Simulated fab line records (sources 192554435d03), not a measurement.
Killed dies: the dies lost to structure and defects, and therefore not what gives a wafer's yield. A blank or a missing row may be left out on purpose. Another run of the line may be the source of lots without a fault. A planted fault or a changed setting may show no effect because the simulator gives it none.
fab line records -- flow n5Finfet -- part 1 of 2: steps 1 to 28 of 37
record lots=5, wafers=15, lastDay=16
route steps=1938 shown WELL_APT@21 PMOS_HMC_CHANNEL_EPI@57
lots that met no fault: taken from a fault-free run of the same line
startH: hours from the record's opening day to when the first of the lot's shown wafers began -- waitH: hours from the lot's prior step to this one -- " the same as in the row above -- L1.1+2: a single row standing in for several wafers -- - no value present, or no start provided -- * or withheld: withheld -- < > ~ a bound
route shown NAME@n: NAME is a module with steps in the file, n the number in the route of the first one -- usual: mean/standard deviation taken from wafers without a fault -- same: alike in all rows -- chamber/n: place in a boat -- sites: each site's reading -- _std_site: standard deviation of those values -- _edge_site: mean of outer sites minus mean of inner sites -- radiusMm: for every site, how far away it sits from the centre of the wafer -- mask NAME#n: copy n -- behind: tool/chamber where the wafer was last shaped -- hold: what put the lot on hold/how long, in hours/how the hold closed -- device: the n, p or np transistor that did not switch -- end of line: the tests these same wafers got at the end of their route -- step lacking rows: just its recipe -- killed: dies lost to structure and defects at the first sort, not the wafer's yield -- map: a wafer's dies, x killed, . not, _ none there
set.NAME: the setting that was run; set.NAME@STEP: the one run at that earlier step -- model.NAME: the simulator's own value behind a step, which no gauge read
lots at selected steps of the route; one table per step, one row per wafer
services: when a tool's chamber went out of use (startH, in hours from the record's first day, below 0 if earlier), for how many hours, and the reason
## steps
# step N5_WELL_APT_COAT_02
# recipe spinRpm=1357, resistThkNm=950
# usual spinSpeedRpm=1356.8/0.88
lot.wafer,tool,chamber,startH,waitH,spinSpeedRpm
L084.1,lithoTrack-01,0,-,-,1355.9
L084.3,lithoTrack-01,0,-,-,1356.2
L084.5,lithoTrack-01,0,-,-,1356.0
L087.4,lithoTrack-04,0,-,-,1357.1
L087.5,lithoTrack-04,0,-,-,1356.2
L087.6,lithoTrack-04,0,-,-,1356.1
L088.2,lithoTrack-04,0,-,-,1356.3
L088.3,lithoTrack-04,0,-,-,1357.0
L088.5,lithoTrack-04,0,-,-,1357.7
L089.4,lithoTrack-04,0,-,-,1355.0
L089.5,lithoTrack-04,0,-,-,1355.6
L089.6,lithoTrack-04,0,-,-,1355.4
L090.1,lithoTrack-05,0,-,-,1356.3
L090.2,lithoTrack-05,0,-,-,1356.5
L090.5,lithoTrack-05,0,-,-,1357.9
# step N5_WELL_APT_EBR_04
# recipe solvent=PGMEA, ebrWidthMm=1.5
lot.wafer,tool,chamber,startH,waitH
L084.1+3+5,lithoTrack-01,0,-,-
L087.4+5+6,lithoTrack-04,0,-,-
L088.2+3+5,lithoTrack-04,0,-,-
L089.4+5+6,lithoTrack-04,0,-,-
L090.1+2+5,lithoTrack-05,0,-,-
# step N5_WELL_APT_SOFTBAKE_03
# recipe tempC=130, timeS=60
# usual heaterPowerTotalW=218.7/1.5
# same timeS=60
lot.wafer,tool,chamber,startH,waitH,heaterPowerTotalW
L084.1,lithoTrack-01,0,-,-,217.7
L084.3,lithoTrack-01,0,-,-,220.7
L084.5,lithoTrack-01,0,-,-,216.9
L087.4,lithoTrack-04,0,-,-,217.3
L087.5,lithoTrack-04,0,-,-,217.0
L087.6,lithoTrack-04,0,-,-,216.7
L088.2,lithoTrack-04,0,-,-,216.6
L088.3,lithoTrack-04,0,-,-,220.0
L088.5,lithoTrack-04,0,-,-,221.2
L089.4,lithoTrack-04,0,-,-,220.7
L089.5,lithoTrack-04,0,-,-,217.3
L089.6,lithoTrack-04,0,-,-,219.2
L090.1,lithoTrack-05,0,-,-,219.1
L090.2,lithoTrack-05,0,-,-,221.0
L090.5,lithoTrack-05,0,-,-,219.8
# step N5_WELL_APT_EXPOSE_05
# recipe maskId=NWELL, na=0.8, sourceShape=conventional, sigmaOuter=0.8, polarization=unpolarized, defocusNm=0, targetCdNm=200, doseMj=20.3
lot.wafer,tool,chamber,startH,waitH,mask
L084.1+3+5,krfScanner-01,0,73.40,-,NWELL#0
L087.4+5+6,krfScanner-02,0,91.43,-,NWELL#0
L088.2+3+5,krfScanner-01,0,97.51,-,NWELL#0
L089.4+5+6,krfScanner-02,0,103.85,-,NWELL#0
L090.1+2+5,krfScanner-02,0,109.52,-,NWELL#0
# step N5_WELL_APT_PEB_06
# recipe pebTempC=130, pebTimeS=90
# usual heaterPowerTotalW=172.5/0.77
lot.wafer,tool,chamber,startH,waitH,heaterPowerTotalW
L084.1,lithoTrack-04,0,73.46,0.1,173.9
L084.3,lithoTrack-04,0,73.46,0.1,173.8
L084.5,lithoTrack-04,0,73.46,0.1,172.2
L087.4,lithoTrack-04,0,91.47,0.0,172.0
L087.5,lithoTrack-04,0,91.47,0.0,170.9
L087.6,lithoTrack-04,0,91.47,0.0,172.2
L088.2,lithoTrack-01,0,97.57,0.0,173.7
L088.3,lithoTrack-01,0,97.57,0.0,172.8
L088.5,lithoTrack-01,0,97.57,0.0,173.0
L089.4,lithoTrack-05,0,103.89,0.0,173.2
L089.5,lithoTrack-05,0,103.89,0.0,171.2
L089.6,lithoTrack-05,0,103.89,0.0,172.3
L090.1,lithoTrack-04,0,109.57,0.1,171.5
L090.2,lithoTrack-04,0,109.57,0.1,171.8
L090.5,lithoTrack-04,0,109.57,0.1,172.8
# step N5_WELL_APT_DEVELOP_07
# recipe developTimeS=45, rinseLiquid=surfactantRinse, dry=airSpin, devTempC=21
# usual developerTempC=20.97/0.11
lot.wafer,tool,chamber,startH,waitH,developerTempC
L084.1,lithoTrack-04,0,-,-,20.90
L084.3,lithoTrack-04,0,-,-,21.02
L084.5,lithoTrack-04,0,-,-,20.83
L087.4,lithoTrack-04,0,-,-,21.04
L087.5,lithoTrack-04,0,-,-,20.91
L087.6,lithoTrack-04,0,-,-,21.06
L088.2,lithoTrack-01,0,-,-,20.75
L088.3,lithoTrack-01,0,-,-,20.70
L088.5,lithoTrack-01,0,-,-,20.74
L089.4,lithoTrack-05,0,-,-,20.81
L089.5,lithoTrack-05,0,-,-,20.73
L089.6,lithoTrack-05,0,-,-,20.94
L090.1,lithoTrack-04,0,-,-,20.95
L090.2,lithoTrack-04,0,-,-,20.93
L090.5,lithoTrack-04,0,-,-,21.07
# step N5_WELL_APT_HARDBAKE_12
# recipe tempC=130, timeS=120
# usual heaterPowerTotalW=148.1/0.89
# same timeS=120
lot.wafer,tool,chamber,startH,waitH,heaterPowerTotalW
L084.1,lithoTrack-04,0,-,-,149.0
L084.3,lithoTrack-04,0,-,-,148.3
L084.5,lithoTrack-04,0,-,-,146.3
L087.4,lithoTrack-04,0,-,-,146.6
L087.5,lithoTrack-04,0,-,-,149.2
L087.6,lithoTrack-04,0,-,-,149.0
L088.2,lithoTrack-01,0,-,-,148.4
L088.3,lithoTrack-01,0,-,-,148.5
L088.5,lithoTrack-01,0,-,-,148.5
L089.4,lithoTrack-05,0,-,-,148.4
L089.5,lithoTrack-05,0,-,-,149.0
L089.6,lithoTrack-05,0,-,-,148.7
L090.1,lithoTrack-04,0,-,-,149.3
L090.2,lithoTrack-04,0,-,-,147.8
L090.5,lithoTrack-04,0,-,-,146.6
# step N5_WELL_APT_CD_MEAS_08
# recipe targetCdNm=200, landingEnergyEv=500, detector=seInlens
# usual cdNm=199.2/1.8
lot.wafer,tool,chamber,startH,waitH,cdNm
L084.1,cdSem-01,0,73.57,-,198.6
L084.3,cdSem-01,0,73.57,-,198.9
L084.5,cdSem-01,0,73.57,-,197.3
L087.4,cdSem-02,0,91.59,-,199.0
L087.5,cdSem-02,0,91.59,-,197.7
L087.6,cdSem-02,0,91.59,-,199.2
L088.2,cdSem-03,0,97.68,-,197.3
L088.3,cdSem-03,0,97.68,-,196.6
L088.5,cdSem-03,0,97.68,-,194.7
L089.4,cdSem-01,0,104.01,-,199.9
L089.5,cdSem-01,0,104.01,-,195.4
L089.6,cdSem-01,0,104.01,-,198.1
L090.1,cdSem-02,0,109.69,-,199.0
L090.2,cdSem-02,0,109.69,-,195.5
L090.5,cdSem-02,0,109.69,-,194.5
# step N5_WELL_APT_OVL_MEAS_09
# recipe pointsPerWafer=44
# usual NWELL_OVL=1/4.8
lot.wafer,tool,chamber,startH,waitH,NWELL_OVL[nm]
L084.1,overlay-02,0,73.60,0.0,-4
L084.3,overlay-02,0,73.60,0.0,6
L084.5,overlay-02,0,73.60,0.0,-2
L087.4,overlay-01,0,91.62,0.0,0
L087.5,overlay-01,0,91.62,0.0,2
L087.6,overlay-01,0,91.62,0.0,0
L088.2,overlay-02,0,97.71,0.0,-2
L088.3,overlay-02,0,97.71,0.0,0
L088.5,overlay-02,0,97.71,0.0,4
L089.4,overlay-01,0,104.04,0.0,-3
L089.5,overlay-01,0,104.04,0.0,-1
L089.6,overlay-01,0,104.04,0.0,-6
L090.1,overlay-01,0,109.72,0.0,1
L090.2,overlay-01,0,109.72,0.0,10
L090.5,overlay-01,0,109.72,0.0,-6
# step N5_WELL_APT_INSPECT_10
# recipe mode=adi, inspectInstrument=macro
# usual rawDefectCount=2.1/1.5
lot.wafer,tool,chamber,startH,waitH,rawDefectCount
L084.1,defectInspect-01,-,73.63,0.0,3
L084.3,defectInspect-01,-,73.63,0.0,4
L084.5,defectInspect-01,-,73.63,0.0,1
L087.4,defectInspect-01,-,91.64,0.0,2
L087.5,defectInspect-01,-,91.64,0.0,0
L087.6,defectInspect-01,-,91.64,0.0,2
L088.2,defectInspect-01,-,97.73,0.0,2
L088.3,defectInspect-01,-,97.73,0.0,1
L088.5,defectInspect-01,-,97.73,0.0,3
L089.4,defectInspect-01,-,104.06,0.0,0
L089.5,defectInspect-01,-,104.06,0.0,2
L089.6,defectInspect-01,-,104.06,0.0,2
L090.1,defectInspect-02,-,109.74,0.0,3
L090.2,defectInspect-02,-,109.74,0.0,3
L090.5,defectInspect-02,-,109.74,0.0,2
# step N5_WELL_APT_DESCUM_13
# recipe chemistry=O2, timeS=7.9, sourcePowerW=50, biasPowerW=20, pressureMtorr=20, rfFrequencyHz=2.712e+07, tempC=40, o2FlowSccm=225
# usual drypumpMotorCurrentA=5.6/0.46, oesProductAu=0.78/0.071, rfFwdPowerW=49.68/0.19, rfVppV=243.3/1.5, showerheadPlenumPTorr=2.10/0.082, throttleValvePct=20.43/0.25
# same timeS=7.9
lot.wafer,tool,chamber,startH,waitH,drypumpMotorCurrentA,oesProductAu,rfFwdPowerW,rfHoursCounterH,rfVppV,showerheadPlenumPTorr,throttleValvePct
L084.1,rieDiel-04,2,73.66,0.0,5.8,0.84,49.57,51,244.1,2.13,20.52
L084.3,rieDiel-04,0,73.66,0.0,4.8,0.88,50.02,38,243.2,2.12,20.10
L084.5,rieDiel-04,3,73.66,0.0,5.7,0.81,49.78,-,241.8,2.01,20.51
L087.4,rieDiel-06,3,91.71,0.1,6.0,0.81,49.66,-,244.4,2.23,20.67
L087.5,rieDiel-06,1,91.71,0.1,5.8,0.79,49.68,-,241.6,2.02,20.45
L087.6,rieDiel-06,2,91.71,0.1,4.9,0.69,49.48,-,242.9,2.09,20.16
L088.2,rieDiel-06,0,97.77,0.0,5.8,1.03,49.45,0,246.5,2.22,20.28
L088.3,rieDiel-06,2,97.77,0.0,4.9,0.69,49.86,211,243.3,2.09,20.15
L088.5,rieDiel-06,3,97.77,0.0,6.0,0.82,49.75,-,244.9,2.23,20.66
L089.4,rieDiel-05,1,104.13,0.1,5.2,0.71,49.74,-,243.5,2.17,20.86
L089.5,rieDiel-05,3,104.13,0.1,5.5,0.69,49.95,-,245.6,2.17,20.76
L089.6,rieDiel-05,0,104.13,0.1,6.4,0.77,49.80,-,241.9,2.01,20.32
L090.1,rieDiel-04,0,109.78,0.0,4.8,0.86,49.92,52,242.8,2.11,20.11
L090.2,rieDiel-04,2,109.78,0.0,5.8,0.83,49.64,67,243.0,2.13,20.54
L090.5,rieDiel-04,0,109.78,0.0,4.7,0.87,49.90,-,242.6,2.11,20.12
# step N5_WELL_APT_IMPLANT_14
# recipe species=P, energyKev=160, doseCm2=1.5e+13, tiltDeg=0, rotationDeg=0
lot.wafer,tool,chamber,startH,waitH
L084.1+3+5,implanter-01,0,73.76,0.1
L087.4+5+6,implanter-02,0,91.86,0.1
L088.2+3+5,implanter-01,0,97.90,0.1
L089.4+5+6,implanter-02,0,104.28,0.1
L090.1+2+5,implanter-01,0,109.88,0.1
# step N5_WELL_APT_IMPLANT_15
# recipe species=As, energyKev=25, doseCm2=1.5e+13, tiltDeg=0, rotationDeg=0
lot.wafer,tool,chamber,startH,waitH
L084.1+3+5,implanter-01,0,73.94,0.1
L087.4+5+6,implanter-02,0,92.04,0.1
L088.2+3+5,implanter-01,0,98.08,0.1
L089.4+5+6,implanter-02,0,104.46,0.1
L090.1+2+5,implanter-01,0,110.06,0.1
# step N5_WELL_APT_STRIP_16
# recipe chemistry=SPM, timeS=900, tempC=130, h2so4H2o2VolRatio=4, dry=ipaMarangoni
# usual bathGuardTempC=130.0/0.58
# same timeS=900
lot.wafer,tool,chamber,startH,waitH,bathGuardTempC
L084.1,wetBench-02,7,74.15,0.2,130.0
L084.3,wetBench-02,5,74.15,0.2,130.7
L084.5,wetBench-02,4,74.15,0.2,130.7
L087.4,wetBench-02,4,92.18,0.1,130.1
L087.5,wetBench-02,1,92.18,0.1,129.3
L087.6,wetBench-02,0,92.18,0.1,129.9
L088.2,wetBench-01,4,98.26,0.1,130.1
L088.3,wetBench-01,3,98.26,0.1,130.3
L088.5,wetBench-01,6,98.26,0.1,130.0
L089.4,wetBench-01,7,104.58,0.1,130.3
L089.5,wetBench-01,6,104.58,0.1,129.8
L089.6,wetBench-01,3,104.58,0.1,130.2
L090.1,wetBench-03,2,110.26,0.2,130.1
L090.2,wetBench-03,3,110.26,0.2,130.0
L090.5,wetBench-03,4,110.26,0.2,129.9
# step N5_WELL_APT_HMDS_18
# recipe timeS=60, tempC=120
# usual heaterPowerTotalW=196.8/2.1
# same timeS=60
lot.wafer,tool,chamber,startH,waitH,heaterPowerTotalW
L084.1,lithoTrack-04,0,74.42,0.0,199.8
L084.3,lithoTrack-04,0,74.42,0.0,196.4
L084.5,lithoTrack-04,0,74.42,0.0,199.7
L087.4,lithoTrack-04,0,92.45,0.0,197.6
L087.5,lithoTrack-04,0,92.45,0.0,195.7
L087.6,lithoTrack-04,0,92.45,0.0,194.1
L088.2,lithoTrack-01,0,98.53,0.0,197.0
L088.3,lithoTrack-01,0,98.53,0.0,199.5
L088.5,lithoTrack-01,0,98.53,0.0,194.5
L089.4,lithoTrack-05,0,104.88,0.0,199.7
L089.5,lithoTrack-05,0,104.88,0.0,197.7
L089.6,lithoTrack-05,0,104.88,0.0,194.3
L090.1,lithoTrack-04,0,110.54,0.0,195.5
L090.2,lithoTrack-04,0,110.54,0.0,195.0
L090.5,lithoTrack-04,0,110.54,0.0,196.8
# step N5_WELL_APT_COAT_19
# recipe spinRpm=1357, resistThkNm=950
# usual spinSpeedRpm=1356.9/0.75
lot.wafer,tool,chamber,startH,waitH,spinSpeedRpm
L084.1,lithoTrack-04,0,-,-,1358.2
L084.3,lithoTrack-04,0,-,-,1356.6
L084.5,lithoTrack-04,0,-,-,1357.6
L087.4,lithoTrack-04,0,-,-,1357.3
L087.5,lithoTrack-04,0,-,-,1356.8
L087.6,lithoTrack-04,0,-,-,1357.8
L088.2,lithoTrack-01,0,-,-,1356.8
L088.3,lithoTrack-01,0,-,-,1355.7
L088.5,lithoTrack-01,0,-,-,1355.6
L089.4,lithoTrack-05,0,-,-,1356.5
L089.5,lithoTrack-05,0,-,-,1356.2
L089.6,lithoTrack-05,0,-,-,1356.4
L090.1,lithoTrack-04,0,-,-,1357.2
L090.2,lithoTrack-04,0,-,-,1356.0
L090.5,lithoTrack-04,0,-,-,1357.2
# step N5_WELL_APT_EBR_21
# recipe solvent=PGMEA, ebrWidthMm=1.5
lot.wafer,tool,chamber,startH,waitH
L084.1+3+5,lithoTrack-04,0,-,-
L087.4+5+6,lithoTrack-04,0,-,-
L088.2+3+5,lithoTrack-01,0,-,-
L089.4+5+6,lithoTrack-05,0,-,-
L090.1+2+5,lithoTrack-04,0,-,-
# step N5_WELL_APT_SOFTBAKE_20
# recipe tempC=130, timeS=60
# usual heaterPowerTotalW=218.8/1.5
# same timeS=60
lot.wafer,tool,chamber,startH,waitH,heaterPowerTotalW
L084.1,lithoTrack-04,0,-,-,218.0
L084.3,lithoTrack-04,0,-,-,216.9
L084.5,lithoTrack-04,0,-,-,219.2
L087.4,lithoTrack-04,0,-,-,218.2
L087.5,lithoTrack-04,0,-,-,220.5
L087.6,lithoTrack-04,0,-,-,221.0
L088.2,lithoTrack-01,0,-,-,220.3
L088.3,lithoTrack-01,0,-,-,218.2
L088.5,lithoTrack-01,0,-,-,216.6
L089.4,lithoTrack-05,0,-,-,217.3
L089.5,lithoTrack-05,0,-,-,217.1
L089.6,lithoTrack-05,0,-,-,219.0
L090.1,lithoTrack-04,0,-,-,218.2
L090.2,lithoTrack-04,0,-,-,219.4
L090.5,lithoTrack-04,0,-,-,217.0
# step N5_WELL_APT_EXPOSE_22
# recipe maskId=PWELL, na=0.8, sourceShape=conventional, sigmaOuter=0.8, polarization=unpolarized, defocusNm=0, targetCdNm=200, doseMj=23.2
lot.wafer,tool,chamber,startH,waitH,mask
L084.1+3+5,krfScanner-02,0,74.52,-,PWELL#0
L087.4+5+6,krfScanner-02,0,92.69,-,PWELL#0
L088.2+3+5,krfScanner-02,0,98.64,-,PWELL#0
L089.4+5+6,krfScanner-02,0,105.00,-,PWELL#0
L090.1+2+5,krfScanner-01,0,110.77,-,PWELL#0
# step N5_WELL_APT_PEB_23
# recipe pebTempC=130, pebTimeS=90
# usual heaterPowerTotalW=172.4/0.78
lot.wafer,tool,chamber,startH,waitH,heaterPowerTotalW
L084.1,lithoTrack-04,0,74.58,0.1,171.9
L084.3,lithoTrack-04,0,74.58,0.1,173.3
L084.5,lithoTrack-04,0,74.58,0.1,172.8
L087.4,lithoTrack-04,0,92.73,0.0,172.8
L087.5,lithoTrack-04,0,92.73,0.0,173.9
L087.6,lithoTrack-04,0,92.73,0.0,172.9
L088.2,lithoTrack-01,0,98.69,0.0,173.6
L088.3,lithoTrack-01,0,98.69,0.0,171.6
L088.5,lithoTrack-01,0,98.69,0.0,172.6
L089.4,lithoTrack-01,0,105.04,0.0,172.1
L089.5,lithoTrack-01,0,105.04,0.0,172.9
L089.6,lithoTrack-01,0,105.04,0.0,173.7
L090.1,lithoTrack-01,0,110.83,0.1,172.5
L090.2,lithoTrack-01,0,110.83,0.1,173.2
L090.5,lithoTrack-01,0,110.83,0.1,173.0
# step N5_WELL_APT_DEVELOP_24
# recipe developTimeS=45, rinseLiquid=surfactantRinse, dry=airSpin, devTempC=21
# usual developerTempC=21.01/0.1
lot.wafer,tool,chamber,startH,waitH,developerTempC
L084.1,lithoTrack-04,0,-,-,20.83
L084.3,lithoTrack-04,0,-,-,21.03
L084.5,lithoTrack-04,0,-,-,21.01
L087.4,lithoTrack-04,0,-,-,20.87
L087.5,lithoTrack-04,0,-,-,20.86
L087.6,lithoTrack-04,0,-,-,20.93
L088.2,lithoTrack-01,0,-,-,21.18
L088.3,lithoTrack-01,0,-,-,21.05
L088.5,lithoTrack-01,0,-,-,21.06
L089.4,lithoTrack-01,0,-,-,20.93
L089.5,lithoTrack-01,0,-,-,20.90
L089.6,lithoTrack-01,0,-,-,20.84
L090.1,lithoTrack-01,0,-,-,20.98
L090.2,lithoTrack-01,0,-,-,21.09
L090.5,lithoTrack-01,0,-,-,21.03
# step N5_WELL_APT_HARDBAKE_29
# recipe tempC=130, timeS=120
# usual heaterPowerTotalW=148.0/0.94
# same timeS=120
lot.wafer,tool,chamber,startH,waitH,heaterPowerTotalW
L084.1,lithoTrack-04,0,-,-,146.5
L084.3,lithoTrack-04,0,-,-,147.9
L084.5,lithoTrack-04,0,-,-,147.1
L087.4,lithoTrack-04,0,-,-,147.4
L087.5,lithoTrack-04,0,-,-,147.9
L087.6,lithoTrack-04,0,-,-,149.1
L088.2,lithoTrack-01,0,-,-,148.1
L088.3,lithoTrack-01,0,-,-,149.2
L088.5,lithoTrack-01,0,-,-,149.2
L089.4,lithoTrack-01,0,-,-,148.7
L089.5,lithoTrack-01,0,-,-,147.1
L089.6,lithoTrack-01,0,-,-,149.1
L090.1,lithoTrack-01,0,-,-,147.9
L090.2,lithoTrack-01,0,-,-,146.9
L090.5,lithoTrack-01,0,-,-,147.6
# step N5_WELL_APT_CD_MEAS_25
# recipe targetCdNm=200, landingEnergyEv=500, detector=seInlens
# usual cdNm=199.5/2.3
lot.wafer,tool,chamber,startH,waitH,cdNm
L084.1,cdSem-02,0,74.69,-,195.7
L084.3,cdSem-02,0,74.69,-,201.8
L084.5,cdSem-02,0,74.69,-,192.8
L087.4,cdSem-03,0,92.85,-,201.9
L087.5,cdSem-03,0,92.85,-,201.1
L087.6,cdSem-03,0,92.85,-,199.6
L088.2,cdSem-03,0,98.80,-,198.4
L088.3,cdSem-03,0,98.80,-,197.3
L088.5,cdSem-03,0,98.80,-,195.9
L089.4,cdSem-03,0,105.16,-,202.5
L089.5,cdSem-03,0,105.16,-,200.1
L089.6,cdSem-03,0,105.16,-,198.2
L090.1,cdSem-02,0,110.94,-,200.7
L090.2,cdSem-02,0,110.94,-,199.9
L090.5,cdSem-02,0,110.94,-,200.4
# step N5_WELL_APT_OVL_MEAS_26
# recipe pointsPerWafer=44
# usual PWELL_OVL=-3/5
lot.wafer,tool,chamber,startH,waitH,PWELL_OVL[nm]
L084.1,overlay-01,0,74.72,0.0,-2
L084.3,overlay-01,0,74.72,0.0,-5
L084.5,overlay-01,0,74.72,0.0,-3
L087.4,overlay-02,0,92.88,0.0,1
L087.5,overlay-02,0,92.88,0.0,1
L087.6,overlay-02,0,92.88,0.0,-3
L088.2,overlay-01,0,98.83,0.0,-3
L088.3,overlay-01,0,98.83,0.0,-17
L088.5,overlay-01,0,98.83,0.0,-10
L089.4,overlay-02,0,105.18,0.0,-9
L089.5,overlay-02,0,105.18,0.0,-9
L089.6,overlay-02,0,105.18,0.0,-4
L090.1,overlay-02,0,110.97,0.0,-8
L090.2,overlay-02,0,110.97,0.0,-1
L090.5,overlay-02,0,110.97,0.0,-13
# step N5_WELL_APT_INSPECT_27
# recipe mode=adi, inspectInstrument=macro
# usual rawDefectCount=2.2/1.5
lot.wafer,tool,chamber,startH,waitH,rawDefectCount
L084.1,defectInspect-02,-,74.75,0.0,1
L084.3,defectInspect-02,-,74.75,0.0,2
L084.5,defectInspect-02,-,74.75,0.0,3
L087.4,defectInspect-02,-,92.90,0.0,4
L087.5,defectInspect-02,-,92.90,0.0,0
L087.6,defectInspect-02,-,92.90,0.0,4
L088.2,defectInspect-01,-,98.86,0.0,2
L088.3,defectInspect-01,-,98.86,0.0,2
L088.5,defectInspect-01,-,98.86,0.0,1
L089.4,defectInspect-01,-,105.21,0.0,2
L089.5,defectInspect-01,-,105.21,0.0,0
L089.6,defectInspect-01,-,105.21,0.0,4
L090.1,defectInspect-02,-,111.00,0.0,3
L090.2,defectInspect-02,-,111.00,0.0,4
L090.5,defectInspect-02,-,111.00,0.0,1
# step N5_WELL_APT_DESCUM_30
# recipe chemistry=O2, timeS=7.9, sourcePowerW=50, biasPowerW=20, pressureMtorr=20, rfFrequencyHz=2.712e+07, tempC=40, o2FlowSccm=225
# usual drypumpMotorCurrentA=5.6/0.5, oesProductAu=0.79/0.069, rfFwdPowerW=49.71/0.19, rfVppV=243.3/1.4, showerheadPlenumPTorr=2.11/0.074, throttleValvePct=20.38/0.25
# same timeS=7.9
lot.wafer,tool,chamber,startH,waitH,drypumpMotorCurrentA,oesProductAu,rfFwdPowerW,rfHoursCounterH,rfVppV,showerheadPlenumPTorr,throttleValvePct
L084.1,rieDiel-06,2,74.78,0.0,4.9,0.71,50.01,200,243.0,2.09,20.15
L084.3,rieDiel-06,1,74.78,0.0,5.8,0.79,49.65,104,241.6,2.03,20.42
L084.5,rieDiel-06,2,74.78,0.0,5.0,0.70,49.76,-,243.9,2.09,20.16
L087.4,rieDiel-06,2,92.97,0.1,5.0,0.69,49.63,-,242.8,2.09,20.15
L087.5,rieDiel-06,1,92.97,0.1,5.8,0.79,50.22,-,241.5,2.02,20.44
L087.6,rieDiel-06,3,92.97,0.1,6.0,0.81,49.79,-,244.8,2.23,20.70
L088.2,rieDiel-05,3,99.06,0.2,5.6,0.71,49.97,192,245.5,2.17,20.75
L088.3,rieDiel-05,0,99.06,0.2,6.5,0.78,49.83,136,242.4,2.01,20.31
L088.5,rieDiel-05,1,99.06,0.2,5.1,0.71,49.69,-,243.3,2.17,20.84
L089.4,rieDiel-06,0,105.76,0.5,5.8,1.00,49.78,3,246.8,2.22,20.29
L089.5,rieDiel-06,2,105.76,0.5,5.0,0.69,49.52,-,243.3,2.08,20.18
L089.6,rieDiel-06,1,105.76,0.5,5.8,0.78,49.46,-,241.2,2.02,20.44
L090.1,rieDiel-05,0,111.30,0.3,6.5,0.77,49.70,142,241.8,2.00,20.31
L090.2,rieDiel-05,3,111.30,0.3,5.6,0.70,49.62,198,244.5,2.16,20.76
L090.5,rieDiel-05,3,111.30,0.3,5.6,0.70,49.87,-,243.9,2.16,20.75
# step N5_WELL_APT_IMPLANT_31
# recipe species=B, energyKev=60, doseCm2=1.5e+13, tiltDeg=0, rotationDeg=0
lot.wafer,tool,chamber,startH,waitH
L084.1+3+5,implanter-02,0,74.88,0.1
L087.4+5+6,implanter-01,0,93.12,0.1
L088.2+3+5,implanter-02,0,99.19,0.1
L089.4+5+6,implanter-01,0,105.95,0.2
L090.1+2+5,implanter-02,0,111.40,0.1
# step N5_WELL_APT_IMPLANT_32
# recipe species=BF2, energyKev=50, doseCm2=2e+13, tiltDeg=0, rotationDeg=0
lot.wafer,tool,chamber,startH,waitH
L084.1+3+5,implanter-02,0,75.06,0.1
L087.4+5+6,implanter-01,0,93.30,0.1
L088.2+3+5,implanter-02,0,99.37,0.1
L089.4+5+6,implanter-01,0,106.13,0.1
L090.1+2+5,implanter-02,0,111.58,0.1
